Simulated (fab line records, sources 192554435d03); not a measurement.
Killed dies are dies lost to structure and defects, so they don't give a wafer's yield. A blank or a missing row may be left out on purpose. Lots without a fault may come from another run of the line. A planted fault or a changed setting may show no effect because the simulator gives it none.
Problem report in the 8D (eight disciplines) form, filled by code | flow n5_finfet | the parts of the form that need people (team, actions taken, sign-off) are left out

1. THE PROBLEM
run_length_s at N5_MOL_CONTACT_COAG_ALD_27 reads a mean of 4289.7 s on 4 wafers of 3 lots; wafers without a fault read 2769.6 s with a standard deviation of 0.48. That is +99 or more standard deviations from the usual mean.
The step: deposits SiOC, target thk 17 nm, pulse time 1.5 s, time 2720 s.
First seen on wafer L207.1, day 6 13:06, on ald_sin-03. The record holds 21 wafers of 7 lots with a number at this step. Rule for "out", or "out of limits": more than 4 standard deviations from the usual mean. The other wafers with a number count as sound.

2. WHAT IT IS AND WHAT IT IS NOT
question                    | is                             | is not
which readings at this step | run_length_s                   | heater_power_w, precursor_pulse_height_rel, susceptor_temp_C
which lots                  | L207, L208, L210               | L203, L206, L217, L221
which wafers of those lots  | L207.1, L208.1, L208.3, L210.3 | L207.2, L207.6, L208.2, L210.2, L210.6
read on which tools         | ald_sin-03                     | ald_sin-01, ald_sin-04
when                        | from day 6 13:06               | up to then (8 sound wafers); but 9 sound wafers of L208, L210, L217, L221 came after

3. SUSPECTS, AND WHAT RULES EACH OUT
Counting: a tool at a process step up to the reading stays a suspect if it ran every lot that is out. Sound lots after the first of them don't rule it out here, since some wafers of a struck lot are sound.
- ald_sin-03 at N5_MOL_CONTACT_COAG_ALD_27 (deposits SiOC, target thk 17 nm, pulse time 1.5 s, time 2720 s): kept. It ran every lot that is out, first L207 (day 6 13:06); its last sound lot up to then is L206 (day 6 09:22). Its own readings are out on those wafers: run_length_s.
Left after counting: ald_sin-03 at N5_MOL_CONTACT_COAG_ALD_27.

4. THE CAUSE (what the simulator had put in)
Process parameter drift: ald_sin-03, from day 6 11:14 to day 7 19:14, at N5_MOL_CONTACT_COAG_ALD_27. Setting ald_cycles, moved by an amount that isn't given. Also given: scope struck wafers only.
Counting left only this tool.

5. THE CHAIN OF EFFECTS, in route order
Each row: a reading whose mean over the struck wafers that have a number lies more than 3 standard deviations from the usual. Only readings for which the record gives a usual standard deviation are gone through. hours: the time from each lot's start at the first step in this table that gives one to its start at this step, as a median over the lots. sigmas: the change in usual standard deviations.
hours | step                       | reading      | usual    | on struck wafers | change  | sigmas
0     | N5_MOL_CONTACT_COAG_ALD_27 | run_length_s | 2769.6 s | 4289.7           | +1520.1 | +99 or more
The process steps in it:
- N5_MOL_CONTACT_COAG_ALD_27: deposits SiOC, target thk 17 nm, pulse time 1.5 s, time 2720 s.

6. WHAT WOULD HAVE CAUGHT IT SOONER
In this record the first reading out of limits was taken at day 6 13:06, 2 hours after the fault began at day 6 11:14.
